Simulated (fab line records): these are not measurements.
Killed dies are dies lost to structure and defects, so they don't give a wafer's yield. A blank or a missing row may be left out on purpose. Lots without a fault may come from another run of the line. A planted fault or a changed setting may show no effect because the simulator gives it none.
Matching of chambers    flow nandHarc    NHARC_A_STAIRCASE_ETCH_169 on rieDiel-02 has 4 sister chambers
The step etches the open film in CH3F/O2, target depth 50 nm, time 107.1 s. 18 wafers are shown with their chamber, then 9 later ones without.

== EACH WAFER AND ITS CHAMBER ==
wafer   chamber  drypumpMotorCurrentA (A)  showerheadPlenumPTorr (Torr)  rfFwdPowerW (W)
L080.1  1        6.3                       2.51                          494.1
L080.4  0        5.1                       2.48                          500.1
L080.5  2        6.3                       2.43                          496.4
L082.4  0        5.1                       2.48                          495.7
L082.5  1        6.3                       2.51                          496.2
L082.6  2        6.3                       2.42                          499.2
L084.3  3        5.2                       2.41                          495.0
L084.4  2        6.4                       2.42                          497.9
L084.6  0        5.1                       2.48                          498.1
L086.1  2        6.4                       2.42                          496.6
L086.4  0        5.1                       2.47                          496.4
L086.5  1        6.3                       2.51                          498.1
L087.2  1        6.3                       2.50                          498.3
L087.3  3        5.2                       2.40                          494.6
L087.5  0        5.1                       2.47                          496.1
L088.1  1        6.3                       2.50                          496.9
L088.3  3        5.2                       2.40                          493.0
L088.4  2        6.4                       2.42                          496.5

SIGNATURES (means of the wafers above)
reading                chamber 0  chamber 1  chamber 2  chamber 3  scatter within a chamber
drypumpMotorCurrentA   5.100      6.300      6.360      5.200      0.0293
showerheadPlenumPTorr  2.4760     2.5060     2.4220     2.4033     0.00526
rfFwdPowerW            497.280    496.720    497.320    494.200    1.54
Rule: a wafer lies at a distance from a chamber equal to the root of the sum of squares, over the readings, of (its reading less the chamber's mean, divided by the reading's scatter). The wafer belongs to the nearest chamber; if the next one is less than 2 further off, it can't be placed. The scatter is the square root of a quotient: the sum, over the shown wafers, of each reading's squared deviation from its chamber's mean, divided by wafers minus chambers.

== WAFERS MISSING THEIR CHAMBER ==
wafer   drypumpMotorCurrentA (A)  showerheadPlenumPTorr (Torr)  rfFwdPowerW (W)
L089.1  6.3                       2.42                          497.4
L089.2  5.2                       2.40                          497.3
L089.6  5.1                       2.47                          498.0
L091.1  6.3                       2.41                          499.0
L091.3  5.1                       2.47                          499.9
L091.4  5.2                       2.40                          496.6
L097.1  5.2                       2.39                          498.9
L097.4  6.3                       2.49                          498.2
L097.5  5.1                       2.46                          497.0

== WHICH CHAMBER EACH WENT THROUGH ==
wafer   from the rows above  in truth
L089.1  2                    2
L089.2  3                    3
L089.6  0                    0
L091.1  2                    2
L091.3  0                    0
L091.4  3                    3
L097.1  3                    3
L097.4  1                    1
L097.5  0                    0
Correctly placed: 9 of 9. Can't be placed from these rows: 0. Placed wrongly: 0.
